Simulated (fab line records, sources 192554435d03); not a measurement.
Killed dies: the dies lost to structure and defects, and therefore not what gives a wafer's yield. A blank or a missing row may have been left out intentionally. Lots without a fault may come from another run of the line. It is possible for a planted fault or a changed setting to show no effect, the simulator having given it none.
Chamber matching ; flow n5Finfet ; 4 sister chambers for N5_FIN_CUT_STRIP_22 on rieDiel-01
The step strips in N2/H2. 14 wafers are shown with their chamber, then 7 later ones without.

## EACH WAFER AND ITS CHAMBER
wafer;chamber;showerheadPlenumPTorr (Torr);drypumpMotorCurrentA (A);throttleValvePct (%)
L078.1;1;3.30;6.1;19.0
L078.4;3;3.35;5.9;19.4
L078.5;2;3.49;6.0;19.1
L079.3;0;3.41;6.2;18.7
L079.4;3;3.35;5.9;19.4
L079.6;0;3.41;6.2;18.7
L080.1;0;3.41;6.2;18.7
L080.3;2;3.49;6.1;19.1
L080.4;3;3.35;5.9;19.4
L084.2;3;3.34;5.9;19.4
L084.4;2;3.48;6.1;19.1
L084.6;2;3.49;6.1;19.1
L090.1;1;3.30;6.1;18.7
L090.3;3;3.34;5.9;19.4

SIGNATURES, as means of the wafers listed above
reading;chamber 0;chamber 1;chamber 2;chamber 3;scatter within a chamber
showerheadPlenumPTorr;3.4100;3.3000;3.4875;3.3460;0.00442
drypumpMotorCurrentA;6.200;6.100;6.075;5.900;0.0274
throttleValvePct;18.700;18.850;19.100;19.400;0.0671
Rule: a wafer lies at a distance from a chamber equal to the root of the sum of squares, over the readings, of (its reading less the chamber's mean, divided by the reading's scatter). The wafer belongs to the nearest chamber; if the next one is less than 2 further off, it can't be placed. How the scatter is found: for the shown wafers, subtract from each reading the mean of its chamber, square and add these, divide the total by (wafers less chambers), then take the root.

## WAFERS WITHOUT THEIR CHAMBER
wafer;showerheadPlenumPTorr (Torr);drypumpMotorCurrentA (A);throttleValvePct (%)
L090.5;3.40;6.2;18.7
L093.1;3.48;6.0;19.2
L093.5;3.48;6.1;19.2
L093.6;3.29;6.1;18.7
L097.2;3.47;6.0;19.2
L097.4;3.39;6.2;18.3
L097.5;3.40;6.2;18.3

## CHAMBER TAKEN BY EACH
wafer;from the rows above;in truth
L090.5;0;0
L093.1;2;2
L093.5;2;2
L093.6;1;1
L097.2;2;2
L097.4;0;0
L097.5;0;0
Correct placement for 7 of the 7. Left unplaced by these rows: 0. 0 placed wrongly.
